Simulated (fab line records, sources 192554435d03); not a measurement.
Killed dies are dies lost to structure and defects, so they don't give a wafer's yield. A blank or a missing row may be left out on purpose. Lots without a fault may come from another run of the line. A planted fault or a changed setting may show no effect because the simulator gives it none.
Chamber matching | flow n5_finfet | N5_HKMG_FIN_HK_ALD_01 on ald_hk-03: 4 sister chambers
The step deposits HfO2, target thk 1.6 nm, pulse time 3 s, purge time 3 s. 8 wafers are shown with their chamber, then 7 later ones without.

WAFERS WITH THEIR CHAMBER
wafer  | chamber | precursor_pulse_height_rel
L074.6 | 2       | 1.011
L077.6 | 1       | 1.003
L078.6 | 1       | 1.012
L090.2 | 3       | 1.022
L090.4 | 2       | 0.979
L090.6 | 0       | 1.020
L093.2 | 3       | 1.023
L093.4 | 0       | 1.040

WAFERS WITHOUT THEIR CHAMBER
wafer  | precursor_pulse_height_rel
L093.5 | 0.973
L094.3 | 1.008
L094.4 | 0.988
L094.5 | 1.024
L097.2 | 0.980
L097.3 | 0.991
L097.5 | 0.995

WHICH CHAMBER EACH WENT THROUGH
wafer  | from the rows above               | in truth
L093.5 | can't be placed: 2 or 1           | 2
L094.3 | can't be placed: 1 or 2 or 3 or 0 | 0
L094.4 | can't be placed: 2 or 1           | 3
L094.5 | can't be placed: 3 or 0 or 1      | 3
L097.2 | can't be placed: 2 or 1           | 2
L097.3 | can't be placed: 2 or 1           | 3
L097.5 | can't be placed: 2 or 1           | 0
Placed correctly: 0 of 7. Can't be placed from these rows: 7 (the true chamber is among the candidates in 4). Placed wrongly: 0.
How it was worked out, from the rows above alone: a wafer's distance from a chamber is the root of the sum, over the readings, of the square of ((its reading less the chamber's mean) divided by the reading's scatter). The wafer belongs to the nearest chamber; if the next one is less than 2 further off, it can't be placed. A chamber's mean is the mean of its shown wafers. The scatter: the root of (the sum of the squares of (reading less its chamber's mean) over the shown wafers, divided by (wafers less chambers)).
